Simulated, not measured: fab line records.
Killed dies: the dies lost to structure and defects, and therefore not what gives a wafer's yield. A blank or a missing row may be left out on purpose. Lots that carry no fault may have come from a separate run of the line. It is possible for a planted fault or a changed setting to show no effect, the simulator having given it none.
fab line records -- flow n5_finfet -- part 2 of 2: steps 5 to 6 of 6
record: lots: 22, wafers: 66, last_day: 17
route steps=1938 shown BEOL_M14@1732 BEOL_M15@1808
lots that met no fault: taken from a fault-free run of the same line
start_h: start of the lot's first displayed wafer, in hours after the record's first day -- wait_h: how many hours have passed since the lot's step before this one -- " same as the row above -- L1.1+2: a single row standing in for several wafers -- - no value present, or no start provided -- * or withheld: withheld -- < > ~ a bound
route shown NAME@n: a module of which the file shows steps, and the number in the route of the first -- usual: the fault-free wafers' mean and standard deviation -- same: alike in all rows -- chamber/n: place in a boat -- sites: per-site readings -- _std_site: standard deviation across them -- _edge_site: mean of outer sites minus mean of inner sites -- radius_mm: how far each site lies from the wafer's centre -- mask NAME#n: copy n -- behind: tool/chamber where the wafer was last shaped -- hold: what put the lot on hold/how long, in hours/how the hold closed -- device: names the non-switching transistor (n, p or np) -- end of line: tests run on the same wafers once the route is complete -- step lacking rows: just its recipe -- killed: at the first sort, the dies lost to defects and structure; wafer yield is something else -- map: the dies of a wafer, with x for killed, . for not killed, _ for no die there
set.NAME: the run value of the setting; set.NAME@STEP: its run value at that earlier step -- model.NAME: the simulator's own value behind a step, which no gauge read
steps of the route over a sample of lots; a table a step, a row a wafer
services: from which hour (start_h, from the record's first day; less than 0 if before it) a tool's chamber was out of use, for how many hours, and why
== steps ==
step: N5_BEOL_M14_ANNEAL_48
recipe: temp_c: 225, time_s: 90, ambient: N2
usual: wafer_temp_C_max: 225.97/0.27
lot.wafer,tool,chamber,start_h,wait_h,wafer_temp_C_max
L076.1,rtp_anneal-01,0,247.69,0.1,226.23
L076.2,rtp_anneal-01,0,247.69,0.1,226.00
L076.4,rtp_anneal-01,0,247.69,0.1,225.83
L075.1,rtp_anneal-02,0,255.35,0.7,225.64
L075.2,rtp_anneal-02,0,255.35,0.7,226.12
L075.3,rtp_anneal-02,0,255.35,0.7,226.17
L077.2,rtp_anneal-01,0,255.82,0.3,225.85
L077.3,rtp_anneal-01,0,255.82,0.3,226.24
L077.5,rtp_anneal-01,0,255.82,0.3,225.85
L078.2,rtp_anneal-02,0,272.51,0.2,225.82
L078.3,rtp_anneal-02,0,272.51,0.2,226.22
L078.6,rtp_anneal-02,0,272.51,0.2,225.81
L079.1,rtp_anneal-02,0,284.70,0.7,226.04
L079.4,rtp_anneal-02,0,284.70,0.7,226.00
L079.6,rtp_anneal-02,0,284.70,0.7,225.91
L080.4,rtp_anneal-01,0,286.77,0.2,226.01
L080.5,rtp_anneal-01,0,286.77,0.2,225.89
L080.6,rtp_anneal-01,0,286.77,0.2,225.79
L081.3,rtp_anneal-01,0,294.49,0.6,225.72
L081.4,rtp_anneal-01,0,294.49,0.6,225.97
L081.5,rtp_anneal-01,0,294.49,0.6,226.13
L084.1,rtp_anneal-02,0,301.34,0.5,225.81
L084.2,rtp_anneal-02,0,301.34,0.5,225.52
L084.6,rtp_anneal-02,0,301.34,0.5,225.79
L082.1,rtp_anneal-02,0,305.01,0.1,226.20
L082.2,rtp_anneal-02,0,305.01,0.1,226.58
L082.6,rtp_anneal-02,0,305.01,0.1,226.12
L083.2,rtp_anneal-02,0,305.32,0.3,225.41
L083.4,rtp_anneal-02,0,305.32,0.3,225.59
L083.6,rtp_anneal-02,0,305.32,0.3,225.57
L085.1,rtp_anneal-01,0,323.88,0.3,225.86
L085.5,rtp_anneal-01,0,323.88,0.3,226.11
L085.6,rtp_anneal-01,0,323.88,0.3,225.87
L087.1,rtp_anneal-02,0,327.39,0.1,226.10
L087.5,rtp_anneal-02,0,327.39,0.1,225.85
L087.6,rtp_anneal-02,0,327.39,0.1,225.64
L089.1,rtp_anneal-01,0,335.51,0.1,225.66
L089.3,rtp_anneal-01,0,335.51,0.1,226.08
L089.4,rtp_anneal-01,0,335.51,0.1,225.98
L086.1,rtp_anneal-02,0,340.99,0.1,226.21
L086.2,rtp_anneal-02,0,340.99,0.1,226.87
L086.4,rtp_anneal-02,0,340.99,0.1,226.14
L088.1,rtp_anneal-01,0,349.06,0.2,226.03
L088.4,rtp_anneal-01,0,349.06,0.2,225.86
L088.5,rtp_anneal-01,0,349.06,0.2,226.06
L090.3,rtp_anneal-02,0,354.58,0.7,225.88
L090.5,rtp_anneal-02,0,354.58,0.7,225.83
L090.6,rtp_anneal-02,0,354.58,0.7,226.31
L092.2,rtp_anneal-02,0,357.89,0.2,226.17
L092.4,rtp_anneal-02,0,357.89,0.2,226.11
L092.6,rtp_anneal-02,0,357.89,0.2,226.00
L091.1,rtp_anneal-02,0,360.47,0.2,226.02
L091.4,rtp_anneal-02,0,360.47,0.2,226.51
L091.5,rtp_anneal-02,0,360.47,0.2,226.35
L093.1,rtp_anneal-01,0,378.66,0.1,225.92
L093.4,rtp_anneal-01,0,378.66,0.1,226.26
L093.6,rtp_anneal-01,0,378.66,0.1,226.30
L094.1,rtp_anneal-01,0,383.93,0.4,225.99
L094.2,rtp_anneal-01,0,383.93,0.4,226.19
L094.6,rtp_anneal-01,0,383.93,0.4,225.72
L097.1,rtp_anneal-02,0,383.95,0.3,225.96
L097.2,rtp_anneal-02,0,383.95,0.3,226.03
L097.3,rtp_anneal-02,0,383.95,0.3,226.54
L096.1,rtp_anneal-01,0,393.08,0.4,225.83
L096.4,rtp_anneal-01,0,393.08,0.4,225.62
L096.6,rtp_anneal-01,0,393.08,0.4,225.91
step: N5_BEOL_M15_ETCH_61
recipe: chemistry: N2/H2, target: BARC, target_depth_a: 890, overetch_a: 267, time_s: 67.9, ion_energy_ev: 200, pressure_mtorr: 30, source_w: 840, bias_w: 150, n2_flow_sccm: 200, h2_flow_sccm: 200
usual: drypump_motor_current_A: 5.50/0.26, h2_flow_sccm: 200.0/0.57, oes_product_au: 0.69/0.07, rf_vpp_V: 523.7/2.4, showerhead_plenum_p_Torr: 2.53/0.08, throttle_valve_pct: 17.78/0.22
lot.wafer,tool,chamber,start_h,wait_h,drypump_motor_current_A,h2_flow_sccm,oes_product_au,rf_hours_counter_h,rf_vpp_V,showerhead_plenum_p_Torr,throttle_valve_pct
L076.1,rie_diel-01,0,250.77,0.0,5.42,200.3,0.64,175,522.3,2.42,17.96
L076.2,rie_diel-01,3,250.77,0.0,5.16,201.3,0.71,77,525.6,2.56,17.93
L076.4,rie_diel-01,0,250.77,0.0,5.43,200.6,0.63,-,520.2,2.42,17.96
L075.1,rie_diel-01,0,258.90,0.0,5.44,199.4,0.64,177,520.4,2.42,17.97
L075.2,rie_diel-01,3,258.90,0.0,5.15,199.9,0.70,79,523.8,2.56,17.96
L075.3,rie_diel-01,1,258.90,0.0,5.48,200.1,0.79,25,524.8,2.60,17.40
L077.2,rie_diel-01,0,259.30,0.0,5.42,200.1,0.64,178,520.5,2.42,17.97
L077.3,rie_diel-01,3,259.30,0.0,5.16,199.9,0.70,79,523.0,2.56,17.94
L077.5,rie_diel-01,1,259.30,0.0,5.49,199.9,0.79,-,526.0,2.60,17.39
L078.2,rie_diel-01,0,275.87,0.0,5.44,200.7,0.64,181,519.3,2.42,17.98
L078.3,rie_diel-01,2,275.87,0.0,5.76,198.9,0.82,5,524.9,2.59,17.86
L078.6,rie_diel-01,3,275.87,0.0,5.17,199.9,0.71,-,524.3,2.56,17.94
L079.1,rie_diel-02,1,288.01,0.0,5.65,199.8,0.68,94,522.6,2.46,17.89
L079.4,rie_diel-02,2,288.01,0.0,5.84,200.1,0.68,111,524.7,2.56,17.40
L079.6,rie_diel-02,3,288.01,0.0,5.34,200.1,0.63,-,519.5,2.42,17.93
L080.4,rie_diel-06,2,290.02,0.0,5.38,200.6,0.60,-,526.0,2.63,17.93
L080.5,rie_diel-06,3,290.02,0.0,5.91,200.6,0.70,-,526.1,2.67,17.45
L080.6,rie_diel-06,0,290.02,0.0,5.80,200.8,0.83,-,522.7,2.51,17.72
L081.3,rie_diel-01,3,297.69,0.0,5.15,199.9,0.70,89,525.8,2.56,17.96
L081.4,rie_diel-01,2,297.69,0.0,5.77,200.0,0.80,10,525.3,2.59,17.90
L081.5,rie_diel-01,0,297.69,0.0,5.41,199.9,0.64,-,520.0,2.42,17.97
L084.1,rie_diel-06,0,304.45,0.0,5.80,199.9,0.81,7,522.5,2.51,17.72
L084.2,rie_diel-06,3,304.45,0.0,5.93,199.5,0.69,106,527.4,2.66,17.47
L084.6,rie_diel-06,1,304.45,0.0,5.30,199.8,0.58,-,522.8,2.50,18.07
L082.1,rie_diel-02,3,308.30,0.0,5.34,201.1,0.63,196,519.7,2.42,17.96
L082.2,rie_diel-02,1,308.30,0.0,5.68,200.4,0.68,102,521.9,2.46,17.90
L082.6,rie_diel-02,1,308.30,0.0,5.68,200.8,0.68,-,522.2,2.46,17.89
L083.2,rie_diel-02,1,308.66,0.0,5.67,199.5,0.67,102,521.4,2.46,17.90
L083.4,rie_diel-02,0,308.66,0.0,5.11,200.3,0.76,21,526.1,2.60,17.70
L083.6,rie_diel-02,1,308.66,0.0,5.69,200.2,0.68,-,520.4,2.46,17.92
L085.1,rie_diel-06,1,327.18,0.0,5.31,199.6,0.58,247,523.3,2.50,18.09
L085.5,rie_diel-06,1,327.18,0.0,5.30,198.1,0.57,-,523.1,2.50,18.07
L085.6,rie_diel-06,0,327.18,0.0,5.76,199.7,0.79,-,523.0,2.50,17.75
L087.1,rie_diel-01,3,330.96,0.0,5.17,200.6,0.69,100,524.2,2.55,17.96
L087.5,rie_diel-01,0,330.96,0.0,5.43,199.3,0.62,-,520.1,2.42,18.00
L087.6,rie_diel-01,3,330.96,0.0,5.14,200.0,0.69,-,524.7,2.55,17.96
L089.1,rie_diel-06,2,338.43,0.0,5.44,200.0,0.59,228,526.1,2.63,17.96
L089.3,rie_diel-06,0,338.43,0.0,5.80,199.7,0.78,18,522.6,2.50,17.76
L089.4,rie_diel-06,1,338.43,0.0,5.30,198.4,0.57,250,522.9,2.50,18.07
L086.1,rie_diel-02,3,344.74,0.0,5.35,200.0,0.62,205,518.8,2.41,17.96
L086.2,rie_diel-02,0,344.74,0.0,5.08,199.8,0.73,31,525.0,2.59,17.71
L086.4,rie_diel-02,1,344.74,0.0,5.64,199.4,0.67,112,521.2,2.46,17.93
L088.1,rie_diel-06,2,352.23,0.0,5.45,199.6,0.60,235,526.9,2.62,17.98
L088.4,rie_diel-06,0,352.23,0.0,5.81,200.6,0.76,-,522.5,2.50,17.77
L088.5,rie_diel-06,2,352.23,0.0,5.42,200.4,0.59,-,527.1,2.63,17.97
L090.3,rie_diel-06,2,357.53,0.0,5.43,200.0,0.59,237,525.5,2.62,17.97
L090.5,rie_diel-06,3,357.53,0.0,5.89,199.2,0.68,-,527.5,2.66,17.49
L090.6,rie_diel-06,0,357.53,0.0,5.75,201.0,0.77,-,522.6,2.50,17.78
L092.2,rie_diel-02,0,360.89,0.0,5.10,201.0,0.74,36,526.0,2.59,17.71
L092.4,rie_diel-02,3,360.89,0.0,5.31,200.8,0.62,210,519.6,2.41,17.97
L092.6,rie_diel-02,0,360.89,0.0,5.11,199.9,0.74,-,524.9,2.59,17.71
L091.1,rie_diel-01,2,363.56,0.0,5.75,200.5,0.77,31,526.4,2.58,17.91
L091.4,rie_diel-01,0,363.56,0.0,5.42,200.7,0.62,208,520.6,2.41,18.02
L091.5,rie_diel-01,0,363.56,0.0,5.43,200.7,0.62,-,518.9,2.41,18.02
L093.1,rie_diel-02,1,381.63,0.0,5.65,199.6,0.66,124,521.6,2.45,17.92
L093.4,rie_diel-02,0,381.63,0.0,5.10,200.6,0.74,42,525.9,2.59,17.74
L093.6,rie_diel-02,3,381.63,0.0,5.34,200.3,0.62,-,520.0,2.41,17.98
L094.1,rie_diel-01,3,387.21,0.0,5.17,199.5,0.69,117,526.3,2.55,18.00
L094.2,rie_diel-01,1,387.21,0.0,5.50,200.1,0.75,57,525.3,2.58,17.45
L094.6,rie_diel-01,1,387.21,0.0,5.49,200.7,0.75,-,525.6,2.58,17.45
L097.1,rie_diel-02,3,387.51,0.0,5.35,200.1,0.61,217,520.5,2.41,18.00
L097.2,rie_diel-02,2,387.51,0.0,5.83,200.0,0.66,140,523.8,2.55,17.45
L097.3,rie_diel-02,1,387.51,0.0,5.65,199.3,0.65,126,522.9,2.45,17.95
L096.1,rie_diel-06,1,396.42,0.0,5.29,200.1,0.81,13,522.9,2.49,17.65
L096.4,rie_diel-06,0,396.42,0.0,5.77,199.2,0.75,35,522.0,2.49,17.78
L096.6,rie_diel-06,3,396.42,0.0,5.90,199.7,0.68,-,525.7,2.65,17.51
== services ==
tool,chamber,start_h,hours,kind
rie_diel-04,-,223.43,2.3,repair
rie_diel-05,0,226.02,-,clean
rie_diel-05,0,226.02,-,consumable_replace:focus_ring
rie_diel-05,0,226.02,-,consumable_replace:showerhead
rie_diel-05,0,226.02,38.8,scheduled_down
rie_diel-05,0,226.02,38.8,vent_cycle
pvd_sputter-03,-,235.09,39.9,repair
rie_diel-01,2,235.33,5.0,repair
rie_diel-03,1,242.80,8.4,repair
rie_diel-02,1,243.32,8.0,repair
rie_diel-04,3,254.77,12.9,repair
rie_diel-05,3,274.99,-,clean
rie_diel-05,3,274.99,-,consumable_replace:focus_ring
rie_diel-05,3,274.99,26.2,scheduled_down
rie_diel-05,3,274.99,26.2,vent_cycle
rie_diel-03,3,308.90,6.4,repair
rie_diel-01,1,313.05,21.1,repair
rtp_anneal-02,-,313.88,7.3,pm
rie_diel-04,3,323.50,7.8,repair
rie_diel-05,1,327.90,-,clean
rie_diel-04,0,329.44,10.8,repair
rie_diel-03,0,331.16,12.6,repair
rie_diel-06,3,342.18,7.7,repair
rie_diel-06,0,344.37,5.4,repair
